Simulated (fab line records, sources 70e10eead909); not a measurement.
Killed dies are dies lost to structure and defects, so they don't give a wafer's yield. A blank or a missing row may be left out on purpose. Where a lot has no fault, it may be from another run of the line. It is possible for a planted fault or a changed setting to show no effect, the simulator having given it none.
fab line records	flow nand_harc
record lots=6	wafers=18	last_day=24
route steps=1159 shown A_CONTACT@960 A_BLC@964 END@1159
lots with no fault: from the same line, run without faults
start_h: hours from the record's opening day to when the first of the lot's shown wafers began	wait_h: hours from the lot's prior step to this one	" repeats the value in the row above	L1.1+2: several wafers, shown together as one row	- value missing, or start not given	* or withheld: withheld	< > ~ a bound
route shown NAME@n: a module of which the file shows steps, and the number in the route of the first	usual: the fault-free wafers' mean and standard deviation	same: alike in all rows	chamber/n: place in a boat	sites: each site's reading	_std_site: standard deviation across them	_edge_site: mean of outer sites minus mean of inner sites	radius_mm: for every site, how far away it sits from the centre of the wafer	mask NAME#n: copy n	behind: tool/chamber where the wafer was last shaped	hold: cause of the lot's hold/its duration in hours/its outcome	device: transistor that didn't switch, given as n, p or np	end of line: tests of these same wafers at the route's end	a step with no rows: only its recipe	killed: not the wafer's yield, but the dies lost to structure and defects at the first sort	map: a wafer's dies, x killed, . not, _ none there
set.NAME: the setting that was run; set.NAME@STEP: the one run at that earlier step	model.NAME: the simulator's own value behind a step, which no gauge read
lots at selected steps of the route; one table per step, one row per wafer
services: a tool's chamber out of use, with start hour (start_h, from the record's first day; less than 0 if before it), hours out, and reason
## steps
# step NHARC_A_CONTACT_CMP_20
# recipe t_overpolish_s=30	target_thk_nm=300
# usual motor_current_A=12.5/1.3	overpolish_run_s=30.000/0.0095	time_to_endpoint_s=60/4
lot.wafer	tool	chamber	start_h	wait_h	motor_current_A	overpolish_run_s	time_to_endpoint_s
L366.2	cmp-03	0	401.20	0.8	11.3	29.986	60
L366.4	"	3	"	"	12.6	29.998	56
L366.5	"	0	"	"	11.5	30.027	62
L373.3	cmp-01	0	430.56	0.4	12.2	30.000	63
L373.2	"	2	"	"	13.3	30.014	60
L373.5	"	0	"	"	12.6	30.003	61
L380.3	cmp-04	2	475.26	0.4	11.9	29.998	53
L380.2	"	3	"	"	10.9	29.986	53
L380.5	"	3	"	"	10.8	30.004	56
L376.4	cmp-03	3	484.41	0.4	11.5	30.000	60
L376.5	"	3	"	"	12.7	30.012	61
L376.6	"	0	"	"	12.1	29.994	65
L385.3	cmp-01	3	514.23	0.4	13.6	29.999	66
L385.4	"	1	"	"	11.9	30.000	61
L385.6	"	3	"	"	12.3	29.990	69
L387.3	cmp-01	1	523.13	0.5	11.7	29.996	57
L387.4	"	3	"	"	12.6	29.993	63
L387.5	"	1	"	"	12.1	30.008	58
# step NHARC_A_CONTACT_SRD_22
# step NHARC_A_CONTACT_INSPECT_23
# usual raw_defect_count=424/150
lot.wafer	tool	chamber	start_h	wait_h	raw_defect_count
L366.2	defect_inspect-02	-	401.61	0.1	471
L366.4	"	-	"	"	525
L366.5	"	-	"	"	582
L373.2	defect_inspect-02	-	430.93	0.1	338
L373.3	"	-	"	"	402
L373.5	"	-	"	"	534
L380.2	defect_inspect-01	-	475.68	0.1	320
L380.3	"	-	"	"	367
L380.5	"	-	"	"	372
L376.4	defect_inspect-01	-	484.81	0.1	279
L376.5	"	-	"	"	245
L376.6	"	-	"	"	413
L385.3	defect_inspect-01	-	514.61	0.1	519
L385.4	"	-	"	"	362
L385.6	"	-	"	"	424
L387.3	defect_inspect-02	-	523.50	0.1	328
L387.4	"	-	"	"	320
L387.5	"	-	"	"	350
# step NHARC_A_BLC_DEHYDRATE_00
# recipe temp_c=150	time_s=120
# step NHARC_A_BLC_HMDS_01
# recipe time_s=30
# step NHARC_A_BLC_COAT_02
# recipe temp_c=260	time_s=75
# step NHARC_A_BLC_COAT_03
# recipe temp_c=225	time_s=65
# step NHARC_A_BLC_COAT_04
# recipe spin_rpm=1500	resist_thk_nm=90
# step NHARC_A_BLC_SOFTBAKE_05
# recipe temp_c=105	time_s=55
# step NHARC_A_BLC_EBR_06
# step NHARC_A_BLC_EXPOSE_07
# recipe na=1.35	target_cd_nm=100	dose_mj=67.97	mask_id=A_BLC
# step NHARC_A_BLC_PEB_08
# recipe peb_temp_c=100	peb_time_s=65
# usual resist_line_temp_C=23.00/0.11
lot.wafer	tool	chamber	start_h	wait_h	resist_line_temp_C
L366.2	litho_track-01	0	402.03	0.1	22.98
L366.4	"	0	"	"	23.02
L366.5	"	0	"	"	22.89
L373.2	litho_track-04	0	431.24	0.1	23.09
L373.3	"	0	"	"	22.92
L373.5	"	0	"	"	22.97
L380.2	litho_track-04	0	476.11	0.1	22.82
L380.3	"	0	"	"	22.81
L380.5	"	0	"	"	22.87
L376.4	litho_track-04	0	485.24	0.0	23.01
L376.5	"	0	"	"	23.06
L376.6	"	0	"	"	22.92
L385.3	litho_track-01	0	515.04	0.0	23.07
L385.4	"	0	"	"	23.04
L385.6	"	0	"	"	23.07
L387.3	litho_track-01	0	523.81	0.0	23.24
L387.4	"	0	"	"	23.17
L387.5	"	0	"	"	23.09
# step NHARC_A_BLC_DEVELOP_09
# recipe develop_time_s=35	dev_temp_c=23
# step NHARC_A_BLC_CD_MEAS_10
# recipe target_cd_nm=100	landing_energy_ev=500
# usual cd_nm=100.2/0.86
lot.wafer	tool	chamber	start_h	wait_h	cd_nm
L366.2	cd_sem-02	0	402.12	-	100.1
L366.4	"	0	"	"	99.6
L366.5	"	0	"	"	100.5
L373.2	cd_sem-01	0	431.32	-	99.2
L373.3	"	0	"	"	100.5
L373.5	"	0	"	"	99.6
L380.2	cd_sem-03	0	476.19	-	114.5
L380.3	"	0	"	"	114.4
L380.5	"	0	"	"	115.4
L376.4	cd_sem-03	0	485.33	-	115.0
L376.5	"	0	"	"	114.9
L376.6	"	0	"	"	113.7
L385.3	cd_sem-03	0	515.12	-	98.9
L385.4	"	0	"	"	100.4
L385.6	"	0	"	"	98.8
L387.3	cd_sem-02	0	523.89	-	98.9
L387.4	"	0	"	"	99.3
L387.5	"	0	"	"	99.1
# step NHARC_A_BLC_OVL_MEAS_11
# usual overlay_x_nm=0.1/0.71	overlay_y_nm=-0.1/1.1
lot.wafer	tool	chamber	start_h	wait_h	overlay_x_nm	overlay_y_nm
L366.2	overlay-01	-	402.20	-	0.6	0.7
L366.4	"	-	"	"	0.0	0.6
L366.5	"	-	"	"	0.7	-0.3
L373.2	overlay-02	-	431.40	-	1.2	0.5
L373.3	"	-	"	"	0.6	0.3
L373.5	"	-	"	"	1.8	0.1
L380.2	overlay-01	-	476.28	-	0.9	-1.0
L380.3	"	-	"	"	0.7	-0.8
L380.5	"	-	"	"	0.2	-0.8
L376.4	overlay-02	-	485.41	-	-0.1	-0.8
L376.5	"	-	"	"	-1.3	-0.6
L376.6	"	-	"	"	-0.9	-0.5
L385.3	overlay-01	-	515.21	-	0.0	0.3
L385.4	"	-	"	"	0.3	0.7
L385.6	"	-	"	"	-0.3	0.3
L387.3	overlay-01	-	523.97	-	1.0	1.6
L387.4	"	-	"	"	0.6	2.1
L387.5	"	-	"	"	0.8	1.0
# step NHARC_A_BLC_INSPECT_12
# usual raw_defect_count=30/13
lot.wafer	tool	chamber	start_h	wait_h	raw_defect_count
L366.2	defect_inspect-02	-	402.24	0.0	9
L366.4	"	-	"	"	7
L366.5	"	-	"	"	17
L373.2	defect_inspect-01	-	431.44	0.0	24
L373.3	"	-	"	"	41
L373.5	"	-	"	"	35
L380.2	defect_inspect-01	-	476.31	0.0	20
L380.3	"	-	"	"	34
L380.5	"	-	"	"	38
L376.4	defect_inspect-02	-	485.45	0.0	12
L376.5	"	-	"	"	11
L376.6	"	-	"	"	18
L385.3	defect_inspect-02	-	515.24	0.0	38
L385.4	"	-	"	"	28
L385.6	"	-	"	"	38
L387.3	defect_inspect-02	-	524.01	0.0	53
L387.4	"	-	"	"	39
L387.5	"	-	"	"	53
# step NHARC_A_BLC_DESCUM_15
# recipe time_s=3	o2_flow_sccm=200	ar_flow_sccm=0	bias_power_w=0	chemistry=O2
# usual drypump_motor_current_A=5.6/0.6	oes_product_au=0.997/0.012	rf_vpp_V=57.8/0.92	showerhead_plenum_p_Torr=1.92/0.083	throttle_valve_pct=11.312/0.0092
lot.wafer	tool	chamber	start_h	wait_h	drypump_motor_current_A	oes_product_au	rf_hours_counter_h	rf_vpp_V	showerhead_plenum_p_Torr	throttle_valve_pct	model.A_BLC.cd_nm
L366.4	rie_diel-11	0	402.31	0.1	6.3	0.991	2	58.5	1.98	11.315	100.7
L366.2	"	1	"	"	5.3	1.001	3	57.6	1.85	11.315	99.53
L366.5	"	3	"	"	5.8	1.016	-	57.0	1.99	11.319	100.4
L373.2	rie_diel-01	1	431.51	0.1	5.5	0.987	13	57.2	1.87	11.305	99.18
L373.3	"	3	"	"	6.8	0.984	11	58.6	1.82	11.315	100.5
L373.5	"	0	"	"	5.1	0.996	-	57.1	1.79	11.321	99.57
L380.3	rie_diel-11	3	476.39	0.1	5.8	1.002	9	59.4	1.99	11.322	114.5
L380.2	"	0	"	"	6.3	0.991	8	58.0	1.98	11.320	115.4
L380.5	"	1	"	"	5.3	1.005	-	57.6	1.85	11.293	114.4
L376.4	rie_diel-01	0	485.52	0.1	5.1	1.012	17	57.2	1.78	11.314	114.5
L376.5	"	2	"	"	4.9	1.004	-	57.9	1.98	11.312	114.5
L376.6	"	3	"	"	6.7	0.982	-	58.1	1.82	11.317	113.2
L385.3	rie_diel-11	1	515.31	0.1	5.3	1.003	13	55.6	1.85	11.311	98.05
L385.4	"	2	"	"	4.9	0.990	13	58.0	1.97	11.310	101.2
L385.6	"	0	"	"	6.3	0.998	-	57.5	1.97	11.316	99.32
L387.3	rie_diel-11	3	524.07	0.1	5.8	1.010	14	57.0	1.99	11.330	99.68
L387.4	"	1	"	"	5.3	1.001	14	58.1	1.85	11.294	98.34
L387.5	"	3	"	"	5.8	1.007	-	57.5	1.99	11.300	99.58
# step NHARC_A_BLC_ETCH_16
# recipe target_depth_a=390	over_etch_frac=0.3	time_s=65	ion_energy_ev=80	cf4_flow_sccm=150	ar_flow_sccm=0	rf_w=300	bias_w=100	chemistry=CF4
# usual drypump_motor_current_A=5.6/0.58	oes_product_au=0.995/0.012	rf_vpp_V=151.2/1.4	showerhead_plenum_p_Torr=1.77/0.072	throttle_valve_pct=13.285/0.0087
lot.wafer	tool	chamber	start_h	wait_h	drypump_motor_current_A	oes_product_au	rf_hours_counter_h	rf_vpp_V	showerhead_plenum_p_Torr	throttle_valve_pct
L366.4	rie_diel-11	3	402.38	0.1	5.8	1.007	3	151.5	1.84	13.270
L366.2	"	0	"	"	6.3	0.978	2	150.8	1.82	13.294
L366.5	"	0	"	"	6.3	0.987	-	152.3	1.82	13.284
L373.3	rie_diel-01	0	431.59	0.1	5.1	0.992	12	149.0	1.66	13.285
L373.2	"	1	"	"	5.5	0.985	13	151.1	1.73	13.289
L373.5	"	1	"	"	5.5	0.986	-	151.2	1.73	13.288
L380.3	rie_diel-11	3	476.47	0.1	5.8	1.008	9	151.5	1.84	13.295
L380.2	"	0	"	"	6.3	1.005	8	152.6	1.82	13.285
L380.5	"	2	"	"	4.9	0.999	-	152.1	1.82	13.294
L376.4	rie_diel-01	2	485.60	0.1	4.9	1.014	16	151.5	1.82	13.278
L376.6	"	0	"	"	5.1	1.001	-	151.6	1.66	13.276
L376.5	"	1	"	"	5.5	0.984	-	150.0	1.73	13.287
L385.4	rie_diel-11	2	515.39	0.1	4.9	0.995	13	150.8	1.82	13.287
L385.3	"	0	"	"	6.3	0.987	11	152.1	1.82	13.282
L385.6	"	2	"	"	4.9	0.984	-	151.8	1.82	13.286
L387.4	rie_diel-11	3	524.16	0.1	5.8	0.999	14	152.5	1.83	13.268
L387.3	"	0	"	"	6.3	0.979	12	151.3	1.82	13.264
L387.5	"	2	"	"	4.9	0.978	-	152.9	1.82	13.282
# step NHARC_A_BLC_ETCH_17
# recipe target_depth_a=3900	over_etch_frac=0.25	time_s=609.38	ion_energy_ev=200	n2_flow_sccm=150	h2_flow_sccm=150	ar_flow_sccm=0	rf_w=400	bias_w=150	chemistry=N2/H2
# usual drypump_motor_current_A=5.6/0.6	oes_product_au=0.998/0.012	rf_vpp_V=430.5/2.5	showerhead_plenum_p_Torr=2.04/0.091	throttle_valve_pct=14.172/0.0084
lot.wafer	tool	chamber	start_h	wait_h	drypump_motor_current_A	oes_product_au	rf_hours_counter_h	rf_vpp_V	showerhead_plenum_p_Torr	throttle_valve_pct
L366.2	rie_diel-11	1	-	-	5.3	0.996	3	429.8	1.97	14.177
L366.4	"	3	"	"	5.8	1.010	3	432.8	2.13	14.181
L366.5	"	1	"	"	5.3	0.996	-	428.1	1.97	14.167
L373.3	rie_diel-01	0	-	-	5.1	0.994	12	426.6	1.90	14.169
L373.2	"	1	"	"	5.6	0.987	13	430.5	1.99	14.164
L373.5	"	0	"	"	5.1	1.002	-	427.3	1.90	14.171
L380.2	rie_diel-11	2	-	-	4.9	0.991	10	432.3	2.10	14.174
L380.3	"	0	"	"	6.3	0.986	8	432.5	2.11	14.158
L380.5	"	2	"	"	4.9	0.979	-	431.9	2.10	14.168
L376.4	rie_diel-01	2	-	-	4.9	1.003	16	433.3	2.11	14.179
L376.6	"	2	"	"	4.9	1.013	-	433.3	2.11	14.162
L376.5	"	3	"	"	6.8	0.989	-	426.8	1.94	14.163
L385.3	rie_diel-11	0	-	-	6.3	1.000	11	432.6	2.11	14.171
L385.4	"	1	"	"	5.2	0.999	13	429.5	1.97	14.164
L385.6	"	2	"	"	4.9	0.990	-	433.0	2.10	14.159
L387.4	rie_diel-11	1	-	-	5.3	1.006	14	428.0	1.97	14.161
L387.3	"	2	"	"	4.9	0.993	14	433.8	2.10	14.176
L387.5	"	3	"	"	5.8	1.021	-	432.1	2.12	14.180
# step NHARC_A_BLC_ETCH_18
# recipe target_depth_a=9100	c4f8_flow_sccm=20	o2_flow_sccm=10	ar_flow_sccm=withheld	rf_w=600	bias_w=1500	chemistry=C4F8/O2/Ar
# usual oes_product_au=0.951/0.023	rf_vpp_V=978/5.9
lot.wafer	tool	chamber	start_h	wait_h	oes_product_au	rf_hours_counter_h	rf_vpp_V	model.A_BLC.cd_nm
L366.2	rie_diel-11	3	-	-	0.970	3	983	100.8
L366.4	"	1	"	"	0.962	3	974	102.1
L366.5	"	2	"	"	0.955	-	983	103.2
L373.2	rie_diel-01	0	-	-	0.945	12	969	95.5
L373.3	"	1	"	"	0.940	13	977	104.8
L373.5	"	0	"	"	0.960	-	969	101
L380.3	rie_diel-11	1	-	-	0.956	10	973	116.8
L380.2	"	2	"	"	0.945	10	983	116
L380.5	"	2	"	"	0.941	-	983	115.2
L376.4	rie_diel-01	1	-	-	0.964	18	976	116.3
L376.6	"	3	"	"	0.943	-	972	117
L376.5	"	0	"	"	0.984	-	969	111.4
L385.3	rie_diel-11	1	-	-	0.967	13	974	100.4
L385.4	"	2	"	"	0.970	13	982	102.3
L385.6	"	1	"	"	0.965	-	974	99.04
L387.3	rie_diel-11	2	-	-	0.913	14	984	98.77
L387.4	"	3	"	"	0.948	14	982	99.31
L387.5	"	1	"	"	0.923	-	973	100.5
# step NHARC_A_BLC_CD_MEAS_19
# usual cd_nm=100.6/2.7
lot.wafer	tool	chamber	start_h	wait_h	cd_nm
L366.2	cd_sem-01	-	403.26	-	100.7
L366.4	"	-	"	"	102.4
L366.5	"	-	"	"	103.2
L373.2	cd_sem-02	-	432.47	-	95.4
L373.3	"	-	"	"	104.9
L373.5	"	-	"	"	100.8
L380.2	cd_sem-02	-	477.35	-	115.6
L380.3	"	-	"	"	116.4
L380.5	"	-	"	"	115.0
L376.4	cd_sem-03	-	486.49	-	116.7
L376.5	"	-	"	"	111.7
L376.6	"	-	"	"	116.9
L385.3	cd_sem-03	-	516.28	-	100.3
L385.4	"	-	"	"	102.3
L385.6	"	-	"	"	99.4
L387.3	cd_sem-03	-	525.04	-	98.9
L387.4	"	-	"	"	98.9
L387.5	"	-	"	"	100.7
# step NHARC_A_BLC_STRIP_29
# recipe cf4_flow_sccm=150	ar_flow_sccm=0	bias_w=0	chemistry=CF4
# usual drypump_motor_current_A=5.6/0.61	oes_product_au=0.995/0.011	rf_vpp_V=59.4/0.93	showerhead_plenum_p_Torr=1.77/0.064	throttle_valve_pct=13.283/0.0083
lot.wafer	tool	chamber	start_h	wait_h	drypump_motor_current_A	oes_product_au	rf_hours_counter_h	rf_vpp_V	showerhead_plenum_p_Torr	throttle_valve_pct
L366.4	rie_diel-01	2	403.34	0.1	4.9	1.006	8	59.8	1.83	13.282
L366.2	"	0	"	"	5.1	1.016	8	59.2	1.66	13.277
L366.5	"	2	"	"	4.9	1.004	-	57.8	1.83	13.294
L373.2	rie_diel-11	3	432.57	0.1	5.8	1.001	6	59.9	1.84	13.288
L373.3	"	0	"	"	6.3	0.985	5	59.8	1.82	13.289
L373.5	"	1	"	"	5.3	1.006	-	57.8	1.71	13.283
L380.3	rie_diel-01	3	477.44	0.1	6.8	0.990	15	58.1	1.69	13.284
L380.2	"	0	"	"	5.1	0.998	17	58.3	1.66	13.274
L380.5	"	1	"	"	5.5	0.984	-	59.4	1.73	13.286
L376.4	rie_diel-11	0	486.57	0.1	6.3	0.994	9	60.7	1.82	13.285
L376.5	"	3	"	"	5.8	1.003	-	59.4	1.84	13.276
L376.6	"	0	"	"	6.3	0.997	-	60.2	1.82	13.284
L385.3	rie_diel-11	0	516.35	0.1	6.3	0.996	12	59.9	1.82	13.293
L385.4	"	1	"	"	5.3	1.014	13	60.1	1.71	13.277
L385.6	"	1	"	"	5.3	1.004	-	57.8	1.71	13.296
L387.3	rie_diel-11	2	525.11	0.1	4.9	0.991	14	58.3	1.82	13.282
L387.4	"	3	"	"	5.8	1.012	14	59.0	1.83	13.288
L387.5	"	2	"	"	4.9	0.991	-	59.5	1.82	13.271
# step NHARC_END_SORT_01
# recipe temp_c=25
# usual killed_at_array=28/10	killed_at_other=0.6/1.1	killed_at_periphery=3.6/2.6	killed_dies=32/10	killed_open=3.3/1.8	killed_short=1.9/1.4
# same gross_dies=677
lot.wafer	tool	chamber	start_h	wait_h	killed_at_array	killed_at_other	killed_at_periphery	killed_dies	killed_open	killed_short
L380.2	prober-01	0	523.99	2.8	116	0	4	120	2	1
L380.3	prober-01	0	524.80	3.1	121	0	6	127	3	1
L380.5	prober-01	0	526.40	3.7	125	0	2	127	7	1
L376.4	prober-01	0	536.72	3.4	102	0	2	104	1	2
L376.5	prober-01	0	537.53	3.7	28	1	2	31	2	2
L376.6	prober-01	0	538.33	4.0	108	1	3	112	5	1
# killed by level:class
L380.2 A_BLC:area_peb=96 A_CHANNEL_HOLE_D1:chamber_film_flake=15 P_M0:chamber_film_flake=2 A_SOURCE_PLATE:geometric_particle:open=1 A_SGD_CUT:geometric_particle:short=1 A_M1:geometric_particle:open=1 P_CONTACT:chamber_film_flake=1 P_M2:chamber_film_flake=1
L380.3 A_BLC:area_peb=94 A_CHANNEL_HOLE_D1:chamber_film_flake=22 P_M0:chamber_film_flake=4 A_STAIRCASE:chamber_film_flake=3 P_M0:geometric_particle:open=2 A_ONON_D1:geometric_particle:short=1 A_ONON_D1:geometric_particle:open=1
L380.5 A_BLC:area_peb=92 A_CHANNEL_HOLE_D1:chamber_film_flake=22 A_CONTACT:geometric_particle:open=2 A_CONTACT:chamber_film_flake=2 P_M1:geometric_particle:open=1 A_ONON_D1:geometric_particle:open=1 A_CHANNEL_HOLE_D1:geometric_particle:open=1 A_CHANNEL_HOLE_D1:geometric_particle:short=1
L376.4 A_BLC:area_peb=91 A_CHANNEL_HOLE_D1:chamber_film_flake=5 A_CONTACT:chamber_film_flake=3 P_CONTACT:geometric_particle:open=1 A_CHANNEL_HOLE_D1:geometric_particle:short=1 A_CONTACT:geometric_particle:short=1 P_ZERO_WELL:chamber_film_flake=1 A_ZERO_WELL:chamber_film_flake=1
L376.5 A_BLC:area_peb=16 A_CHANNEL_HOLE_D1:chamber_film_flake=7 P_CONTACT:geometric_particle:open=1 A_ONON_D1:geometric_particle:open=1 A_CHANNEL_FILL_D1:geometric_particle:short=1 A_M0:geometric_particle:short=1 P_ZERO_WELL:chamber_film_flake=1 A_ZERO_WELL:chamber_film_flake=1
L376.6 A_BLC:area_peb=91 A_CHANNEL_HOLE_D1:chamber_film_flake=4 A_STAIRCASE:chamber_film_flake=3 A_CONTACT:chamber_film_flake=3 P_CONTACT:geometric_particle:open=2 A_CHANNEL_FILL_D1:geometric_particle:open=2 A_SLIT:chamber_film_flake=2 A_BLC:geometric_particle:open=1
# map L376.6 (x killed, . not)
____________x____________
_________.x.x.x._________
_______....x....xx_______
______x...x...x.x..______
_____x.x.....xx.x..x_____
____............xx.xx____
____...............x.____
___.....x.............___
___xx................x___
__x.x..x..........xx.x.__
__....................x__
_....xx............x...._
_..........x............_
_.........x..........x.x_
_......................._
_..x...................._
...x...................x.
x...x...............x..xx
......................x..
xx...................x.xx
x..................xx.x.x
_.x........x.........xx._
_.......xx............xx_
_.x.........x........xxx_
_x......x............xx._
_......................._
__x...............x...x__
__x..x.......x........x__
___xxxx............x.x___
___x.x...........x.x.x___
____...............x.____
____..............x.x____
_____........x..xx.x_____
______.........xx..______
_______.x.x...x.xx_______
_________.xx.x.._________
____________x____________
# map L380.3 (x killed, . not)
____________x____________
_________...xxx._________
_______x..x...x.x._______
______x.....x.xx.xx______
_____x...........x.x_____
____.x.........x...xx____
____..x............xx____
___...x...........x..x___
___x............x..x.x___
__.....................__
__..................xxx__
_...x.................x._
_...x...............x.x._
_.x.x..............x...._
_...x.................xx_
_......................._
...................x.....
xx.....x.x......x..x..xx.
....x.............x.x....
................x.xx.x.x.
x................x.x.x.xx
_..............xx.xx...._
_.................x..xx._
_.................xx..xx_
_.x................x..x._
_....................x.._
__xxx......x.....x.....__
__.x.................xx__
___xxx...............x___
___xxx..............x.___
____.....xx.x.......x____
____.xx......x.....xx____
_____..............x_____
______...x..xx..x.x______
_______xxx.x....xx_______
_________xxxxxxx_________
____________.____________
## services
tool	chamber	start_h	hours	kind
rie_diel-11	0	383.97	8.5	repair
cmp-04	-	391.42	0.4	repair
cmp-04	-	394.50	0.7	repair
cmp-03	-	396.11	0.4	repair
cmp-04	-	399.00	4.0	pm
rie_diel-11	0	400.00	-	clean
rie_diel-11	1	400.00	-	clean
rie_diel-11	2	400.00	-	clean
cmp-01	-	402.80	0.6	repair
cmp-04	-	405.77	2.6	repair
cmp-01	-	414.53	0.4	repair
cmp-01	-	439.44	1.6	repair
litho_track-01	-	443.00	7.0	pm
cmp-03	-	450.26	4.0	pm
cmp-03	-	464.05	6.1	repair
cmp-04	-	470.74	2.4	repair
cmp-01	-	472.61	0.3	repair
cmp-01	-	473.53	4.0	pm
cmp-04	-	485.96	0.8	repair
rie_diel-11	2	488.15	10.6	repair
litho_track-04	-	491.00	7.0	pm
rie_diel-01	-	491.85	9.0	pm
cmp-01	-	494.21	2.4	repair
cmp-04	-	497.00	4.0	pm
## key
first_sign step=NHARC_A_BLC_CD_MEAS_10	reading=cd_nm	direction=up	sigmas=17	usual=100.2	struck=114.6
effect step=NHARC_A_BLC_CD_MEAS_19	reading=cd_nm	direction=up	sigmas=5.5	usual=100.6	struck=115.4
effect step=NHARC_END_SORT_01	reading=killed_at_array	direction=up	sigmas=7.1	usual=28	struck=100	wafers_moved=5
model_effect step=NHARC_A_BLC_DESCUM_15	value=A_BLC.cd_nm	without=100.5	struck=114.4
model_effect step=NHARC_A_BLC_ETCH_18	value=A_BLC.cd_nm	without=101.5	struck=115.4
more_kills_born_at NHARC_A_BLC_PEB_08@litho_track-04=480
met_at NHARC_A_BLC_PEB_08
struck_wafers L376.4,L376.5,L376.6,L380.2,L380.3,L380.5
tester_left_out L376,L380
onset_between 431.24 476.11
fault kind=process_parameter_drift	tool=litho_track-04	chamber=-	onset_h=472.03	steps=NHARC_A_BLC_PEB_08	channel=peb_time_s	offset=*	shape=step	end_h=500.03	acts_in=*	stated=*
# tester_left_out: of these lots the tester's yield and bins aren't shown, on N5 and GAA mostly nor the transistor test; their killed dies are dies lost to structure and defects alone, not to doping, threshold or leakage, so they don't give the yield
